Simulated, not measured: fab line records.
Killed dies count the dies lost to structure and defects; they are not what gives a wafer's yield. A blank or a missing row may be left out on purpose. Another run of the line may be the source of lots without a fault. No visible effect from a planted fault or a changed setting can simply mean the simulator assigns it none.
Matching of chambers / flow n5Finfet / N5_BEOL_M10_STRIP_67 on rieDiel-01: 4 sister chambers
The step strips in CF4. 16 wafers are shown with their chamber, then 8 later ones without.

WAFERS WITH THEIR CHAMBER
wafer=L955.1; chamber=2; drypumpMotorCurrentA (A)=5.0; showerheadPlenumPTorr (Torr)=1.92; oesProductAu (a.u.)=0.93
wafer=L955.2; chamber=0; drypumpMotorCurrentA (A)=6.5; showerheadPlenumPTorr (Torr)=1.82; oesProductAu (a.u.)=0.80
wafer=L955.4; chamber=3; drypumpMotorCurrentA (A)=5.7; showerheadPlenumPTorr (Torr)=1.85; oesProductAu (a.u.)=0.73
wafer=L957.1; chamber=3; drypumpMotorCurrentA (A)=5.7; showerheadPlenumPTorr (Torr)=1.84; oesProductAu (a.u.)=0.72
wafer=L957.2; chamber=1; drypumpMotorCurrentA (A)=5.7; showerheadPlenumPTorr (Torr)=1.71; oesProductAu (a.u.)=0.70
wafer=L957.4; chamber=0; drypumpMotorCurrentA (A)=6.5; showerheadPlenumPTorr (Torr)=1.82; oesProductAu (a.u.)=0.80
wafer=L958.1; chamber=3; drypumpMotorCurrentA (A)=5.7; showerheadPlenumPTorr (Torr)=1.84; oesProductAu (a.u.)=0.72
wafer=L958.2; chamber=1; drypumpMotorCurrentA (A)=5.7; showerheadPlenumPTorr (Torr)=1.71; oesProductAu (a.u.)=0.70
wafer=L958.5; chamber=1; drypumpMotorCurrentA (A)=5.7; showerheadPlenumPTorr (Torr)=1.71; oesProductAu (a.u.)=0.70
wafer=L959.2; chamber=3; drypumpMotorCurrentA (A)=5.7; showerheadPlenumPTorr (Torr)=1.84; oesProductAu (a.u.)=0.71
wafer=L959.3; chamber=0; drypumpMotorCurrentA (A)=6.5; showerheadPlenumPTorr (Torr)=1.81; oesProductAu (a.u.)=0.79
wafer=L959.5; chamber=1; drypumpMotorCurrentA (A)=5.7; showerheadPlenumPTorr (Torr)=1.71; oesProductAu (a.u.)=0.70
wafer=L960.1; chamber=1; drypumpMotorCurrentA (A)=5.7; showerheadPlenumPTorr (Torr)=1.70; oesProductAu (a.u.)=0.69
wafer=L960.2; chamber=2; drypumpMotorCurrentA (A)=5.1; showerheadPlenumPTorr (Torr)=1.92; oesProductAu (a.u.)=0.90
wafer=L960.6; chamber=2; drypumpMotorCurrentA (A)=5.1; showerheadPlenumPTorr (Torr)=1.92; oesProductAu (a.u.)=0.90
wafer=L974.1; chamber=1; drypumpMotorCurrentA (A)=5.7; showerheadPlenumPTorr (Torr)=1.91; oesProductAu (a.u.)=0.96

SIGNATURES (means of the wafers above)
reading=drypumpMotorCurrentA; chamber 0=6.500; chamber 1=5.700; chamber 2=5.067; chamber 3=5.700; scatter within a chamber=0.0236
reading=showerheadPlenumPTorr; chamber 0=1.8167; chamber 1=1.7417; chamber 2=1.9200; chamber 3=1.8425; scatter within a chamber=0.0534
reading=oesProductAu; chamber 0=0.7967; chamber 1=0.7417; chamber 2=0.9100; chamber 3=0.7200; scatter within a chamber=0.0696
Rule: for each reading, subtract the chamber's mean from the wafer's reading, divide by that reading's scatter and square the result; add these up over the readings and take the root, which gives the wafer's distance from the chamber. If the next closest chamber is less than 2 further off than the closest, the wafer can't be placed; otherwise it belongs to the closest. The scatter is the square root of a quotient: the sum, over the shown wafers, of each reading's squared deviation from its chamber's mean, divided by wafers minus chambers.

WAFERS MISSING THEIR CHAMBER
wafer=L974.5; drypumpMotorCurrentA (A)=6.5; showerheadPlenumPTorr (Torr)=1.80; oesProductAu (a.u.)=0.77
wafer=L974.6; drypumpMotorCurrentA (A)=5.7; showerheadPlenumPTorr (Torr)=1.83; oesProductAu (a.u.)=0.70
wafer=L975.2; drypumpMotorCurrentA (A)=5.7; showerheadPlenumPTorr (Torr)=1.91; oesProductAu (a.u.)=0.95
wafer=L975.4; drypumpMotorCurrentA (A)=6.5; showerheadPlenumPTorr (Torr)=1.80; oesProductAu (a.u.)=0.76
wafer=L975.6; drypumpMotorCurrentA (A)=5.0; showerheadPlenumPTorr (Torr)=1.91; oesProductAu (a.u.)=0.85
wafer=L976.1; drypumpMotorCurrentA (A)=5.1; showerheadPlenumPTorr (Torr)=1.91; oesProductAu (a.u.)=0.84
wafer=L976.3; drypumpMotorCurrentA (A)=5.7; showerheadPlenumPTorr (Torr)=1.91; oesProductAu (a.u.)=0.93
wafer=L976.5; drypumpMotorCurrentA (A)=6.5; showerheadPlenumPTorr (Torr)=1.80; oesProductAu (a.u.)=0.76

CHAMBER TAKEN BY EACH
wafer=L974.5; from the rows above=0; in truth=0
wafer=L974.6; from the rows above=can't be placed: 3 or 1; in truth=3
wafer=L975.2; from the rows above=can't be placed: 3 or 1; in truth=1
wafer=L975.4; from the rows above=0; in truth=0
wafer=L975.6; from the rows above=2; in truth=2
wafer=L976.1; from the rows above=2; in truth=2
wafer=L976.3; from the rows above=can't be placed: 3 or 1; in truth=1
wafer=L976.5; from the rows above=0; in truth=0
Correct placement for 5 of the 8. Unplaceable from these rows: 3, with the true chamber sitting among the candidates in 3. 0 placed wrongly.
